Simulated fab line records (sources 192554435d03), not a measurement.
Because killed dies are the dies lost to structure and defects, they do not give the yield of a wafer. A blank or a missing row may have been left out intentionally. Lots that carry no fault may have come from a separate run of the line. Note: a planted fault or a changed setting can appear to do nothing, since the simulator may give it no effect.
Matching of chambers / flow n5-finfet / N5_HKMG_FIN_ALD_75 on ald-hk-01 has 4 sister chambers
The step deposits Al2O3, target thk 1 nm, co reactant pulse time 1 s. 20 wafers are shown with their chamber, then 10 later ones without.

== WAFERS WITH THEIR CHAMBER ==
wafer=L074.1; chamber=2; heater-power-w (W)=144; precursor-pulse-height-rel=1.012
wafer=L074.2; chamber=1; heater-power-w (W)=148; precursor-pulse-height-rel=0.993
wafer=L074.3; chamber=3; heater-power-w (W)=123; precursor-pulse-height-rel=0.961
wafer=L076.1; chamber=3; heater-power-w (W)=126; precursor-pulse-height-rel=1.011
wafer=L076.4; chamber=1; heater-power-w (W)=145; precursor-pulse-height-rel=1.017
wafer=L076.6; chamber=1; heater-power-w (W)=150; precursor-pulse-height-rel=0.990
wafer=L077.2; chamber=3; heater-power-w (W)=127; precursor-pulse-height-rel=1.047
wafer=L077.4; chamber=0; heater-power-w (W)=148; precursor-pulse-height-rel=1.012
wafer=L077.6; chamber=2; heater-power-w (W)=145; precursor-pulse-height-rel=0.990
wafer=L082.1; chamber=3; heater-power-w (W)=124; precursor-pulse-height-rel=1.001
wafer=L082.5; chamber=1; heater-power-w (W)=147; precursor-pulse-height-rel=1.004
wafer=L082.6; chamber=0; heater-power-w (W)=150; precursor-pulse-height-rel=1.002
wafer=L084.1; chamber=1; heater-power-w (W)=145; precursor-pulse-height-rel=0.995
wafer=L084.2; chamber=2; heater-power-w (W)=141; precursor-pulse-height-rel=0.998
wafer=L084.3; chamber=3; heater-power-w (W)=123; precursor-pulse-height-rel=0.987
wafer=L084.4; chamber=0; heater-power-w (W)=148; precursor-pulse-height-rel=1.006
wafer=L084.5; chamber=3; heater-power-w (W)=127; precursor-pulse-height-rel=1.024
wafer=L084.6; chamber=2; heater-power-w (W)=142; precursor-pulse-height-rel=1.024
wafer=L089.1; chamber=1; heater-power-w (W)=145; precursor-pulse-height-rel=1.002
wafer=L089.2; chamber=0; heater-power-w (W)=142; precursor-pulse-height-rel=0.973

SIGNATURES (means of the wafers above)
reading=heater-power-w; chamber 0=147.00; chamber 1=146.67; chamber 2=143.00; chamber 3=125.00; scatter within a chamber=2.31
reading=precursor-pulse-height-rel; chamber 0=0.99825; chamber 1=1.00017; chamber 2=1.00600; chamber 3=1.00517; scatter within a chamber=0.0202
Rule: a wafer lies at a distance from a chamber equal to the root of the sum of squares, over the readings, of (its reading less the chamber's mean, divided by the reading's scatter). If the next closest chamber is less than 2 further off than the closest, the wafer can't be placed; otherwise it belongs to the closest. The scatter is the square root of a quotient: the sum, over the shown wafers, of each reading's squared deviation from its chamber's mean, divided by wafers minus chambers.

== WAFERS WITHOUT THEIR CHAMBER ==
wafer=L089.6; heater-power-w (W)=149; precursor-pulse-height-rel=1.039
wafer=L090.1; heater-power-w (W)=147; precursor-pulse-height-rel=1.026
wafer=L090.5; heater-power-w (W)=125; precursor-pulse-height-rel=0.968
wafer=L090.6; heater-power-w (W)=152; precursor-pulse-height-rel=0.974
wafer=L091.1; heater-power-w (W)=121; precursor-pulse-height-rel=0.959
wafer=L091.5; heater-power-w (W)=141; precursor-pulse-height-rel=0.991
wafer=L091.6; heater-power-w (W)=123; precursor-pulse-height-rel=1.007
wafer=L097.4; heater-power-w (W)=143; precursor-pulse-height-rel=1.013
wafer=L097.5; heater-power-w (W)=146; precursor-pulse-height-rel=1.003
wafer=L097.6; heater-power-w (W)=127; precursor-pulse-height-rel=0.989

== WHICH CHAMBER EACH WENT THROUGH ==
wafer=L089.6; from the rows above=can't be placed: 1 or 0 or 2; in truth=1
wafer=L090.1; from the rows above=can't be placed: 1 or 0 or 2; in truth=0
wafer=L090.5; from the rows above=3; in truth=3
wafer=L090.6; from the rows above=can't be placed: 0 or 1 or 2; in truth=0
wafer=L091.1; from the rows above=3; in truth=3
wafer=L091.5; from the rows above=can't be placed: 2 or 1 or 0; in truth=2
wafer=L091.6; from the rows above=3; in truth=3
wafer=L097.4; from the rows above=can't be placed: 2 or 1 or 0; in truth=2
wafer=L097.5; from the rows above=can't be placed: 1 or 0 or 2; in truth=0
wafer=L097.6; from the rows above=3; in truth=3
4 of 10 placed correctly. These rows do not allow placing 6 (true chamber among the candidates in 6). Placed wrongly: 0.
